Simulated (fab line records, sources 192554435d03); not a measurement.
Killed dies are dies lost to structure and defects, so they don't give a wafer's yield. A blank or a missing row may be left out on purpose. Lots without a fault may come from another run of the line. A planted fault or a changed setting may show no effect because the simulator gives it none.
fab line records | flow n5_finfet
record lots=24 wafers=72 last_day=19
route steps=1938 shown BEOL_M2@925 BEOL_M3@950
lots that met no fault: from a run of the same line without faults
start_h: hours from the record's first day to the start of the lot's first wafer shown | wait_h: hours since the lot's step before | " the same as in the row above | L1.1+2: a row that stands for several wafers | - no value, or no start given | * or withheld: withheld | < > ~ a bound
route shown NAME@n: a module of which the file shows steps, and the number in the route of the first | usual: mean/standard deviation of fault-free wafers | same: alike in all rows | chamber/n: place in a boat | sites: the reading at each site | _std_site: their standard deviation | _edge_site: outer sites' mean less inner sites' | radius_mm: how far each site lies from the wafer's centre | mask NAME#n: copy n | behind: the tool/chamber that last shaped the wafer | hold: why the lot was held/for how many hours/how that ended | device: the transistor (n, p or np) that didn't switch | end of line: the same wafers' tests at the end of the route | a step without rows: its recipe alone | killed: dies lost to structure and defects at the first sort, not the wafer's yield | map: a wafer's dies, x killed, . not, _ none there
set.NAME: the setting as run; set.NAME@STEP: as run at that earlier step | model.NAME: the simulator's own value behind a step, which no gauge read
steps of the route over a sample of lots; a table a step, a row a wafer
services: from which hour (start_h, from the record's first day; less than 0 if before it) a tool's chamber was out of use, for how many hours, and why
## steps
# step N5_BEOL_M2_PRE_CLEAN_60
# recipe gas=NH3/H2 time_s=15 temp_c=* rf_power_w=300
# usual heater_power_w=72/12
# columns lot.wafer tool chamber start_h wait_h heater_power_w
L074.1 cvd_co-02 2 161.81 0.0 80
L074.3 " 1 " " 87
L074.6 " 0 " " 65
L076.1 cvd_co-02 1 178.44 0.0 90
L076.4 " 0 " " 67
L076.5 " 1 " " 93
L077.1 cvd_co-01 0 191.73 0.0 58
L077.4 " 1 " " 79
L077.5 " 2 " " 59
L075.2 cvd_co-01 0 193.33 0.1 57
L075.4 " 0 " " 60
L075.6 " 1 " " 78
L078.1 cvd_co-01 0 196.82 0.0 59
L078.3 " 2 " " 59
L078.4 " 0 " " 59
L079.1 cvd_co-01 1 199.43 0.0 78
L079.4 " 2 " " 59
L079.6 " 0 " " 59
L080.1 cvd_co-01 1 206.67 0.0 78
L080.4 " 1 " " 78
L080.6 " 0 " " 59
L081.1 cvd_co-01 0 220.35 0.2 59
L081.3 " 1 " " 79
L081.4 " 0 " " 58
L082.3 cvd_co-01 0 223.98 0.0 60
L082.4 " 1 " " 79
L082.6 " 0 " " 59
L083.2 cvd_co-02 2 224.86 0.0 82
L083.4 " 2 " " 82
L083.6 " 1 " " 91
L084.1 cvd_co-02 0 230.49 0.0 66
L084.4 " 2 " " 81
L084.6 " 1 " " 93
L085.2 cvd_co-02 0 245.76 0.0 65
L085.3 " 1 " " 92
L085.4 " 2 " " 84
L086.1 cvd_co-02 1 252.35 0.0 91
L086.5 " 2 " " 83
L086.6 " 1 " " 92
L087.1 cvd_co-01 0 255.72 0.0 60
L087.2 " 2 " " 59
L087.5 " 2 " " 59
L090.3 cvd_co-01 2 266.14 0.0 59
L090.4 " 0 " " 58
L090.5 " 1 " " 80
L089.2 cvd_co-01 1 266.65 0.1 78
L089.3 " 2 " " 60
L089.6 " 2 " " 58
L088.1 cvd_co-02 1 268.96 0.0 90
L088.3 " 2 " " 83
L088.6 " 1 " " 94
L091.1 cvd_co-02 0 269.45 0.0 65
L091.2 " 1 " " 90
L091.6 " 0 " " 65
L092.1 cvd_co-01 1 280.91 0.0 79
L092.2 " 0 " " 60
L092.6 " 1 " " 78
L093.1 cvd_co-02 1 282.79 0.1 92
L093.4 " 2 " " 84
L093.6 " 0 " " 67
L094.1 cvd_co-01 0 294.68 0.0 59
L094.2 " 2 " " 58
L094.5 " 0 " " 61
L095.2 cvd_co-02 2 304.60 0.2 84
L095.5 " 2 " " 86
L095.6 " 0 " " 65
L096.2 cvd_co-01 2 307.30 0.0 58
L096.4 " 2 " " 60
L096.5 " 1 " " 79
L097.2 cvd_co-02 0 312.02 0.0 66
L097.3 " 1 " " 92
L097.6 " 2 " " 84
# step N5_BEOL_M3_ETCH_64
# recipe chemistry=N2/H2 target=SOC target_depth_a=750 overetch_a=150 mask_material=SiARC temp_c=40 time_s=112.5 ion_energy_ev=200 pressure_mtorr=30 source_w=840 bias_w=150 n2_flow_sccm=200 h2_flow_sccm=200
# usual drypump_motor_current_A=5.8/0.48 n2_flow_sccm=200.0/0.61 oes_product_au=0.63/0.066 rf_vpp_V=523/3.1 showerhead_plenum_p_Torr=2.52/0.11 throttle_valve_pct=17.95/0.22
# columns lot.wafer tool chamber start_h wait_h drypump_motor_current_A n2_flow_sccm oes_product_au rf_hours_counter_h rf_vpp_V showerhead_plenum_p_Torr throttle_valve_pct
L074.1 rie_diel-06 1 166.70 0.0 6.5 198.4 0.60 169 523 2.52 18.09
L074.3 " 3 " " 6.0 199.1 0.57 193 520 2.40 17.99
L074.6 " 0 " " 5.2 199.5 0.62 - 519 2.35 18.04
L076.1 rie_diel-02 2 179.92 0.0 5.3 200.6 0.63 113 521 2.45 17.78
L076.4 " 3 " " 5.2 200.8 0.71 36 527 2.59 18.12
L076.5 " 2 " " 5.3 199.6 0.63 - 522 2.45 17.77
L077.1 rie_diel-05 1 193.48 0.0 5.6 200.3 0.55 225 525 2.63 18.04
L077.4 " 2 " " 6.0 200.5 0.60 - 528 2.66 18.32
L077.5 " 1 " " 5.7 199.1 0.55 - 527 2.63 18.02
L075.2 rie_diel-05 3 195.64 0.0 5.1 199.2 0.56 205 523 2.52 17.64
L075.4 " 2 " " 6.0 199.9 0.60 - 528 2.66 18.31
L075.6 " 3 " " 5.2 199.6 0.57 - 522 2.52 17.63
L078.1 rie_diel-06 2 199.22 0.0 6.1 199.5 0.74 18 526 2.60 17.87
L078.3 " 0 " " 5.3 200.1 0.61 128 518 2.35 18.05
L078.4 " 3 " " 6.0 200.7 0.56 204 520 2.40 18.01
L079.1 rie_diel-06 3 201.04 0.0 6.0 200.2 0.56 204 520 2.40 18.01
L079.4 " 2 " " 6.1 200.2 0.73 18 526 2.60 17.87
L079.6 " 2 " " 6.1 200.3 0.73 - 526 2.60 17.87
L080.1 rie_diel-06 0 209.88 0.0 5.2 199.8 0.60 132 519 2.35 18.06
L080.4 " 3 " " 6.0 200.1 0.57 208 520 2.40 18.02
L080.6 " 3 " " 6.0 199.1 0.56 - 520 2.40 18.03
L081.1 rie_diel-06 3 221.81 0.0 6.0 199.4 0.55 210 521 2.40 18.03
L081.3 " 2 " " 6.1 200.5 0.72 26 526 2.60 17.88
L081.4 " 1 " " 6.5 199.8 0.59 185 522 2.51 18.13
L082.3 rie_diel-06 0 227.25 0.0 5.3 200.2 0.60 140 518 2.35 18.08
L082.4 " 3 " " 6.0 200.1 0.55 212 519 2.40 18.03
L082.6 " 0 " " 5.2 200.0 0.60 - 515 2.35 18.06
L083.2 rie_diel-02 1 227.53 0.0 6.6 200.1 0.69 40 528 2.70 17.78
L083.4 " 0 " " 6.2 200.0 0.75 2 525 2.62 17.33
L083.6 " 1 " " 6.6 200.6 0.67 - 527 2.71 17.77
L084.1 rie_diel-05 1 232.39 0.0 5.7 200.5 0.54 239 526 2.62 18.07
L084.4 " 2 " " 6.0 199.9 0.59 155 526 2.66 18.34
L084.6 " 1 " " 5.6 200.0 0.54 - 524 2.62 18.07
L085.2 rie_diel-06 1 248.69 0.0 6.5 201.1 0.58 193 524 2.51 18.13
L085.3 " 0 " " 5.2 198.8 0.59 147 519 2.34 18.09
L085.4 " 2 " " 6.1 199.8 0.71 34 527 2.59 17.90
L086.1 rie_diel-06 1 256.73 0.0 6.5 199.5 0.58 196 523 2.51 18.14
L086.5 " 0 " " 5.2 199.7 0.60 - 519 2.34 18.08
L086.6 " 1 " " 6.5 200.0 0.58 - 525 2.51 18.13
L087.1 rie_diel-02 1 257.42 0.0 6.5 199.9 0.68 50 528 2.70 17.81
L087.2 " 2 " " 5.3 201.0 0.61 142 520 2.44 17.81
L087.5 " 0 " " 6.2 199.7 0.73 - 523 2.61 17.34
L090.3 rie_diel-06 1 268.88 0.0 6.4 200.7 0.58 199 524 2.51 18.16
L090.4 " 3 " " 6.0 200.3 0.55 226 522 2.39 18.05
L090.5 " 2 " " 6.1 199.2 0.71 - 525 2.59 17.90
L089.2 rie_diel-06 1 269.35 0.0 6.4 198.7 0.58 199 524 2.51 18.14
L089.3 " 0 " " 5.2 199.3 0.59 153 518 2.34 18.08
L089.6 " 1 " " 6.5 199.6 0.58 - 524 2.51 18.15
L088.1 rie_diel-05 2 270.35 0.0 6.0 199.4 0.58 169 527 2.65 18.36
L088.3 " 3 " " 5.1 201.0 0.56 232 521 2.51 17.69
L088.6 " 0 " " 5.8 199.7 0.72 - 524 2.48 17.74
L091.1 rie_diel-06 1 270.57 0.0 6.5 199.4 0.58 200 523 2.51 18.13
L091.2 " 2 " " 6.1 200.6 0.69 41 525 2.59 17.93
L091.6 " 1 " " 6.5 200.5 0.58 - 523 2.51 18.16
L092.1 rie_diel-06 1 283.39 0.0 6.5 200.7 0.58 206 523 2.51 18.14
L092.2 " 3 " " 6.0 200.0 0.54 228 520 2.39 18.06
L092.6 " 0 " " 5.3 200.1 0.58 - 518 2.34 18.10
L093.1 rie_diel-02 1 283.99 0.0 6.6 200.1 0.66 58 530 2.70 17.81
L093.4 " 2 " " 5.3 200.6 0.61 151 522 2.43 17.85
L093.6 " 3 " " 5.2 200.3 0.66 - 524 2.57 18.18
L094.1 rie_diel-02 3 296.31 0.0 5.2 200.4 0.66 76 525 2.57 18.20
L094.2 " 0 " " 6.1 200.1 0.71 22 524 2.61 17.37
L094.5 " 1 " " 6.6 201.4 0.66 - 530 2.70 17.82
L095.2 rie_diel-05 2 305.82 0.0 6.0 198.8 0.57 182 529 2.65 18.38
L095.5 " 0 " " 5.8 200.5 0.70 - 520 2.47 17.76
L095.6 " 1 " " 5.6 200.0 0.77 - 525 2.61 17.68
L096.2 rie_diel-05 0 308.93 0.0 5.8 199.9 0.71 36 520 2.47 17.74
L096.4 " 3 " " 5.2 200.6 0.55 - 523 2.51 17.71
L096.5 " 0 " " 5.8 199.7 0.70 - 522 2.47 17.75
L097.2 rie_diel-02 2 313.26 0.0 5.3 199.9 0.61 160 521 2.43 17.85
L097.3 " 3 " " 5.3 199.3 0.66 81 524 2.57 18.20
L097.6 " 2 " " 5.3 199.1 0.61 - 522 2.43 17.86
# step N5_BEOL_M3_CD_MEAS_18
# recipe pitch_nm=36 target_cd_nm=18
# usual cd_nm=18.0/0.33
# columns lot.wafer tool chamber start_h wait_h cd_nm
L074.1 cd_sem-03 - 167.10 0.1 18.3
L074.3 " - " " 18.4
L074.6 " - " " 18.4
L076.1 cd_sem-03 - 180.26 0.0 17.9
L076.4 " - " " 18.2
L076.5 " - " " 17.7
L077.1 cd_sem-02 - 194.06 0.0 18.0
L077.4 " - " " 18.6
L077.5 " - " " 18.3
L075.2 cd_sem-02 - 196.00 0.1 17.7
L075.4 " - " " 18.3
L075.6 " - " " 17.5
L078.1 cd_sem-02 - 199.56 0.0 18.3
L078.3 " - " " 18.1
L078.4 " - " " 17.7
L079.1 cd_sem-03 - 201.51 0.1 18.4
L079.4 " - " " 17.8
L079.6 " - " " 18.2
L080.1 cd_sem-01 - 210.29 0.0 18.3
L080.4 " - " " 18.3
L080.6 " - " " 18.2
L081.1 cd_sem-03 - 222.17 0.1 18.3
L081.3 " - " " 18.3
L081.4 " - " " 18.6
L082.3 cd_sem-02 - 227.70 0.1 18.0
L082.4 " - " " 17.9
L082.6 " - " " 18.2
L083.2 cd_sem-03 - 227.91 0.1 18.7
L083.4 " - " " 18.0
L083.6 " - " " 18.1
L084.1 cd_sem-01 - 232.74 0.0 18.1
L084.4 " - " " 18.3
L084.6 " - " " 17.4
L085.2 cd_sem-03 - 249.06 0.1 17.5
L085.3 " - " " 17.8
L085.4 " - " " 17.6
L086.1 cd_sem-03 - 257.13 0.0 18.1
L086.5 " - " " 18.0
L086.6 " - " " 18.1
L087.1 cd_sem-03 - 257.78 0.0 17.7
L087.2 " - " " 17.7
L087.5 " - " " 17.9
L090.3 cd_sem-03 - 269.30 0.1 18.3
L090.4 " - " " 18.2
L090.5 " - " " 18.1
L089.2 cd_sem-02 - 269.79 0.1 17.9
L089.3 " - " " 17.7
L089.6 " - " " 17.9
L088.1 cd_sem-02 - 270.70 0.0 18.5
L088.3 " - " " 17.6
L088.6 " - " " 18.2
L091.1 cd_sem-02 - 270.92 0.0 18.1
L091.2 " - " " 17.7
L091.6 " - " " 18.0
L092.1 cd_sem-02 - 283.74 0.0 17.5
L092.2 " - " " 17.9
L092.6 " - " " 17.9
L093.1 cd_sem-03 - 284.34 0.0 18.2
L093.4 " - " " 17.5
L093.6 " - " " 18.5
L094.1 cd_sem-01 - 296.66 0.0 18.3
L094.2 " - " " 17.9
L094.5 " - " " 18.0
L095.2 cd_sem-03 - 306.17 0.1 18.3
L095.5 " - " " 17.7
L095.6 " - " " 18.3
L096.2 cd_sem-01 - 309.28 0.1 17.7
L096.4 " - " " 17.6
L096.5 " - " " 17.9
L097.2 cd_sem-02 - 313.61 0.1 18.3
L097.3 " - " " 18.6
L097.6 " - " " 18.5
# step N5_BEOL_M3_CD_MEAS_35
# recipe target_cd_nm=18 target_cd_y_nm=21 polarity=opening
# usual cd_nm=18.0/0.34
# columns lot.wafer tool chamber start_h wait_h cd_nm
L074.1 cd_sem-03 - 179.20 0.0 18.1
L074.3 " - " " 18.9
L074.6 " - " " 18.3
L076.1 cd_sem-01 - 187.93 0.0 17.7
L076.4 " - " " 18.0
L076.5 " - " " 17.8
L077.1 cd_sem-01 - 198.61 0.0 18.1
L077.4 " - " " 18.6
L077.5 " - " " 17.9
L075.2 cd_sem-02 - 200.26 0.0 17.7
L075.4 " - " " 18.1
L075.6 " - " " 17.6
L078.1 cd_sem-02 - 202.09 0.0 17.9
L078.3 " - " " 17.8
L078.4 " - " " 17.9
L079.1 cd_sem-03 - 206.16 0.0 18.1
L079.4 " - " " 17.8
L079.6 " - " " 17.8
L080.1 cd_sem-03 - 216.91 0.0 18.1
L080.4 " - " " 18.6
L080.6 " - " " 17.6
L081.1 cd_sem-02 - 227.55 0.0 18.4
L081.3 " - " " 18.7
L081.4 " - " " 18.7
L082.3 cd_sem-03 - 235.16 0.0 17.5
L082.4 " - " " 18.0
L082.6 " - " " 17.9
L083.2 cd_sem-02 - 237.97 0.0 17.9
L083.4 " - " " 17.8
L083.6 " - " " 18.3
L084.1 cd_sem-01 - 238.30 0.0 17.9
L084.4 " - " " 17.9
L084.6 " - " " 17.8
L085.2 cd_sem-01 - 251.82 0.0 18.1
L085.3 " - " " 17.9
L085.4 " - " " 17.3
L087.1 cd_sem-03 - 260.88 0.0 17.9
L087.2 " - " " 17.6
L087.5 " - " " 17.2
L086.1 cd_sem-01 - 260.88 0.0 18.4
L086.5 " - " " 17.9
L086.6 " - " " 18.6
L090.3 cd_sem-01 - 273.03 0.0 17.9
L090.4 " - " " 18.0
L090.5 " - " " 18.0
L089.2 cd_sem-03 - 273.07 0.0 17.7
L089.3 " - " " 17.9
L089.6 " - " " 17.9
L088.1 cd_sem-02 - 287.43 0.0 17.9
L088.3 " - " " 17.8
L088.6 " - " " 17.5
L091.1 cd_sem-02 - 291.90 0.0 18.1
L091.2 " - " " 17.8
L091.6 " - " " 18.4
L092.1 cd_sem-03 - 292.11 0.0 18.0
L092.2 " - " " 17.8
L092.6 " - " " 17.6
L093.1 cd_sem-01 - 300.64 0.0 18.2
L093.4 " - " " 17.9
L093.6 " - " " 18.3
L094.1 cd_sem-01 - 303.94 0.0 17.7
L094.2 " - " " 18.2
L094.5 " - " " 17.9
L095.2 cd_sem-03 - 308.05 0.0 18.8
L095.5 " - " " 18.5
L095.6 " - " " 18.3
L096.2 cd_sem-03 - 312.26 0.0 18.5
L096.4 " - " " 17.7
L096.5 " - " " 18.0
L097.2 cd_sem-01 - 317.38 0.0 17.8
L097.3 " - " " 18.1
L097.6 " - " " 18.7
# step N5_BEOL_M3_PRE_CLEAN_45
# recipe gas=H2/He time_s=30 temp_c=250
# usual heater_power_w=316/38
# columns lot.wafer tool chamber start_h wait_h heater_power_w
L074.1 pvd_sputter-02 - 179.35 0.0 287
L074.3 " - " " 283
L074.6 " - " " 383
L076.1 pvd_sputter-01 - 188.22 0.0 291
L076.4 " - " " 348
L076.5 " - " " 291
L077.1 pvd_sputter-02 - 199.24 0.0 290
L077.4 " - " " 390
L077.5 " - " " 387
L075.2 pvd_sputter-03 - 201.38 0.0 286
L075.4 " - " " 274
L075.6 " - " " 292
L078.1 pvd_sputter-01 - 202.99 0.0 318
L078.3 " - " " 350
L078.4 " - " " 302
L079.1 pvd_sputter-01 - 206.63 0.0 291
L079.4 " - " " 353
L079.6 " - " " 354
L080.1 pvd_sputter-02 - 217.31 0.0 322
L080.4 " - " " 287
L080.6 " - " " 278
L081.1 pvd_sputter-02 - 227.81 0.0 384
L081.3 " - " " 286
L081.4 " - " " 281
L082.3 pvd_sputter-01 - 235.49 0.0 322
L082.4 " - " " 291
L082.6 " - " " 299
L083.2 pvd_sputter-01 - 238.45 0.0 352
L083.4 " - " " 297
L083.6 " - " " 293
L084.1 pvd_sputter-01 - 238.61 0.0 358
L084.4 " - " " 349
L084.6 " - " " 289
L085.2 pvd_sputter-03 - 252.16 0.0 344
L085.3 " - " " 288
L085.4 " - " " 266
L087.1 pvd_sputter-02 - 261.26 0.0 321
L087.2 " - " " 383
L087.5 " - " " 279
L086.1 pvd_sputter-01 - 261.29 0.0 322
L086.5 " - " " 319
L086.6 " - " " 350
L090.3 pvd_sputter-02 - 273.36 0.0 319
L090.4 " - " " 386
L090.5 " - " " 395
L089.2 pvd_sputter-01 - 273.41 0.0 348
L089.3 " - " " 316
L089.6 " - " " 347
L088.1 pvd_sputter-02 - 287.91 0.0 391
L088.3 " - " " 319
L088.6 " - " " 389
L091.1 pvd_sputter-01 - 291.99 0.0 289
L091.2 " - " " 315
L091.6 " - " " 364
L092.1 pvd_sputter-03 - 292.40 0.0 352
L092.2 " - " " 274
L092.6 " - " " 269
L093.1 pvd_sputter-03 - 301.01 0.0 265
L093.4 " - " " 278
L093.6 " - " " 285
L094.1 pvd_sputter-02 - 304.16 0.0 324
L094.2 " - " " 386
L094.5 " - " " 389
L095.2 pvd_sputter-03 - 308.34 0.0 336
L095.5 " - " " 293
L095.6 " - " " 265
L096.2 pvd_sputter-03 - 312.58 0.0 275
L096.4 " - " " 262
L096.5 " - " " 275
L097.2 pvd_sputter-02 - 318.49 0.0 281
L097.3 " - " " 321
L097.6 " - " " 374
# step N5_BEOL_M3_SURFACE_TREAT_85
# recipe gas=Ar time_s=* ion_energy_ev=* ion_current_ma_cm2=0.5 pressure_mtorr=* ar_flow_sccm=30
# usual throttle_valve_pct=*
# columns lot.wafer tool chamber start_h wait_h throttle_valve_pct
L074.1 pvd_sputter-03 - 179.63 0.1 *
L074.3 " - " " *
L074.6 " - " " *
L076.1 pvd_sputter-01 - 188.66 0.1 *
L076.4 " - " " *
L076.5 " - " " *
L077.1 pvd_sputter-03 - 199.72 0.3 *
L077.4 " - " " *
L077.5 " - " " *
L075.2 pvd_sputter-03 - 201.70 0.1 *
L075.4 " - " " *
L075.6 " - " " *
L078.1 pvd_sputter-01 - 203.59 0.4 *
L078.3 " - " " *
L078.4 " - " " *
L079.1 pvd_sputter-02 - 208.40 1.6 *
L079.4 " - " " *
L079.6 " - " " *
L080.1 pvd_sputter-02 - 217.81 0.3 *
L080.4 " - " " *
L080.6 " - " " *
L081.1 pvd_sputter-01 - 228.37 0.2 *
L081.3 " - " " *
L081.4 " - " " *
L082.3 pvd_sputter-01 - 235.93 0.3 *
L082.4 " - " " *
L082.6 " - " " *
L083.2 pvd_sputter-01 - 239.09 0.3 *
L083.4 " - " " *
L083.6 " - " " *
L084.1 pvd_sputter-01 - 239.13 0.3 *
L084.4 " - " " *
L084.6 " - " " *
L085.2 pvd_sputter-03 - 252.96 0.4 *
L085.3 " - " " *
L085.4 " - " " *
L087.1 pvd_sputter-02 - 261.60 0.2 *
L087.2 " - " " *
L087.5 " - " " *
L086.1 pvd_sputter-02 - 261.64 0.2 *
L086.5 " - " " *
L086.6 " - " " *
L090.3 pvd_sputter-01 - 273.65 0.1 *
L090.4 " - " " *
L090.5 " - " " *
L089.2 pvd_sputter-02 - 273.83 0.2 *
L089.3 " - " " *
L089.6 " - " " *
L088.1 pvd_sputter-02 - 288.23 0.1 *
L088.3 " - " " *
L088.6 " - " " *
L091.1 pvd_sputter-03 - 292.32 0.1 *
L091.2 " - " " *
L091.6 " - " " *
L092.1 pvd_sputter-03 - 293.00 0.4 *
L092.2 " - " " *
L092.6 " - " " *
L093.1 pvd_sputter-03 - 301.31 0.1 *
L093.4 " - " " *
L093.6 " - " " *
L094.1 pvd_sputter-03 - 304.92 0.4 *
L094.2 " - " " *
L094.5 " - " " *
L095.2 pvd_sputter-02 - 308.68 0.2 *
L095.5 " - " " *
L095.6 " - " " *
L096.2 pvd_sputter-02 - 312.89 0.1 *
L096.4 " - " " *
L096.5 " - " " *
L097.2 pvd_sputter-02 - 319.09 0.2 *
L097.3 " - " " *
L097.6 " - " " *
## services
# columns tool chamber start_h hours kind
cvd_co-01 - 139.01 6.9 pm
rie_diel-02 - 145.67 1.1 repair
rie_diel-06 3 177.16 1.4 repair
rie_diel-05 0 186.26 - clean
rie_diel-05 0 186.26 - consumable_replace:focus_ring
rie_diel-05 0 186.26 17.9 scheduled_down
rie_diel-05 0 186.26 17.9 vent_cycle
rie_diel-06 1 192.14 6.6 repair
rie_diel-02 0 198.85 - clean
rie_diel-02 0 198.85 - consumable_replace:focus_ring
rie_diel-02 0 198.85 22.0 scheduled_down
rie_diel-02 0 198.85 22.0 vent_cycle
rie_diel-06 3 210.04 5.9 repair
rie_diel-05 - 215.11 2.8 pm
cvd_co-02 - 217.85 0.5 repair
pvd_sputter-02 - 228.43 5.9 repair
rie_diel-05 1 264.80 - clean
rie_diel-05 1 264.80 - consumable_replace:focus_ring
rie_diel-05 1 264.80 21.0 scheduled_down
rie_diel-05 1 264.80 21.0 vent_cycle
rie_diel-06 - 299.45 1.1 repair
rie_diel-05 2 308.01 10.4 repair
cvd_co-02 - 311.30 0.4 repair
## key
fault none
